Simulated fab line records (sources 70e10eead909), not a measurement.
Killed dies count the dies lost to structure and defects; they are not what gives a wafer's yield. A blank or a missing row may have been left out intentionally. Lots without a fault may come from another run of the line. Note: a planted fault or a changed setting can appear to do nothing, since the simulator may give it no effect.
A lot that was struck, set against a sound lot || flow nand-harc || 13 out of 1159 route steps
Sound: these wafers, L116.3, L116.4, L116.5. Struck: wafer L122.6 (L122.2, L122.5, from the same lot, were not struck and are left out); the cause is given at the end.
Per side, at each step with rows, come the tool, then ch with its chambers, and then its first start. Under that, the readings that differ: sound wafers || struck wafers || difference of the means || sigmas: that difference in standard deviations of wafers without a fault.
alike: a reading whose means differ by less than 2 such deviations, as well as words and numbers matching on both sides. not compared: withheld readings; readings where some wafer has no value; bounds like >300 that might hide an equal value; numbers whose values overlap and for which the record gives no deviation.
The two part at a step that has a row with sigmas, a row that says differs or no value, or rows on one side only. Numbers that have no deviation but don't overlap get no sigmas and don't part them. Lack of a reading on every wafer of one side parts them only where that side has two or more wafers.

NHARC_A_BONDPAD_DEGAS_25: time 60 s.
  sound: pvd-sputter-01 at day 18 10:44; struck: pvd-sputter-02 at day 21 04:43
  alike: heater-power-w
NHARC_A_BONDPAD_PRE_CLEAN_26: time 30 s.
  sound on pvd-sputter-01; struck on pvd-sputter-02
{"reading": "heater-power-w (W)", "sound": "437 385 428", "struck": 342, "difference": -75, "sigmas": -2}
NHARC_A_BONDPAD_PVD_17: deposits TaN, target thk 5 nm, time 8.06 s.
  sound on pvd-sputter-01; struck on pvd-sputter-02
  alike: throttle-valve-pct
NHARC_A_BONDPAD_PVD_27: deposits Cu, target thk 30 nm, time 20.49 s.
  sound on pvd-sputter-01; struck on pvd-sputter-02
  alike: throttle-valve-pct
then, 1 step without rows for these wafers: NHARC_A_BONDPAD_ECD_18 (material Cu, target thk 400 nm).
NHARC_A_BONDPAD_ANNEAL_28: time 90 s.
  sound on rtp-anneal-01 ch 0, day 18 11:34; struck on rtp-anneal-01 ch 0, day 21 05:29
{"reading": "anneal-temp-c (C)", "sound": "225.20 225.25 225.16", "struck": 224.77, "difference": -0.43, "sigmas": -2}
  alike: wafer_temp_C_max
then, 1 step without rows for these wafers: NHARC_A_BONDPAD_CMP_19 (polishes, t overpolish 30 s, cu recess touch 16 s, target thk 169.8 nm).
NHARC_A_BONDPAD_THK_MEAS_20: measures by xrf.
  sound: film-metro-01 at day 18 12:09; struck: film-metro-01 at day 21 06:06
  alike: thk-nm
then, 1 step without rows for these wafers: NHARC_A_BONDPAD_SRD_21 (time 30 s, dry time 20 s).
NHARC_A_BONDPAD_INSPECT_23:
  sound: defect-inspect-01 at day 18 12:23; struck: defect-inspect-02 at day 21 06:20
  alike: raw-defect-count
NHARC_HYBRID_BOND_ACTIVATE_00: chemistry N2, time 60 s.
  sound on rie-diel-10 ch 0,1, day 18 12:26; struck on rie-diel-10 ch 1, day 21 06:24
{"reading": "run-length-s (s)", "sound": "81.5 80.7 81.2", "struck": 78.1, "difference": -3.0, "sigmas": -7}
  alike: drypump-motor-current-A, oes-product-au, rf-vpp-V, showerhead-plenum-p-Torr
  not compared: rf-hours-counter-h
then, 1 step without rows for these wafers: NHARC_HYBRID_BOND_PRECLEAN_01 (cleans in DIW, time 300 s).
NHARC_END_SORT_01:
  sound on prober-02 ch 0, day 19 17:34; struck on prober-02 ch 0, day 22 12:17
{"reading": "defect-limited-yield (%)", "sound": "97.9 98.1 97.5", "struck": 93.8, "difference": -4.0, "sigmas": -3}
{"reading": "killed-at-array", "sound": "12 11 14", "struck": 33, "difference": "+21", "sigmas": "+2"}
{"reading": "killed-at-periphery", "sound": "2 1 3", "struck": 9, "difference": "+7", "sigmas": "+3"}
{"reading": "killed-dies", "sound": "14 13 17", "struck": 42, "difference": "+27", "sigmas": "+3"}
{"reading": "sort_bin_3_pct (%)", "sound": "0.15 0 0", "struck": 0.74, "difference": "+0.69", "sigmas": "+3"}
{"reading": "sort_bin_4_pct (%)", "sound": "0.9 1.6 2.1", "struck": 4.0, "difference": "+2.5", "sigmas": "+3"}
{"reading": "sort-n-pass", "sound": "663 664 660", "struck": 635, "difference": -27, "sigmas": -3}
{"reading": "sort-rim-yield-pct (%)", "sound": "96 100 96", "struck": 87, "difference": -10, "sigmas": -3}
{"reading": "sort-yield-pct (%)", "sound": "97.9 98.1 97.5", "struck": 93.8, "difference": -4.0, "sigmas": -3}
  alike: killed-at-other, killed-open, killed-short, sort_bin_2_pct

WHERE THEY PART
First at NHARC_A_BONDPAD_PRE_CLEAN_26; last, within this record, at NHARC_END_SORT_01.

WHY: whatever the simulator had introduced
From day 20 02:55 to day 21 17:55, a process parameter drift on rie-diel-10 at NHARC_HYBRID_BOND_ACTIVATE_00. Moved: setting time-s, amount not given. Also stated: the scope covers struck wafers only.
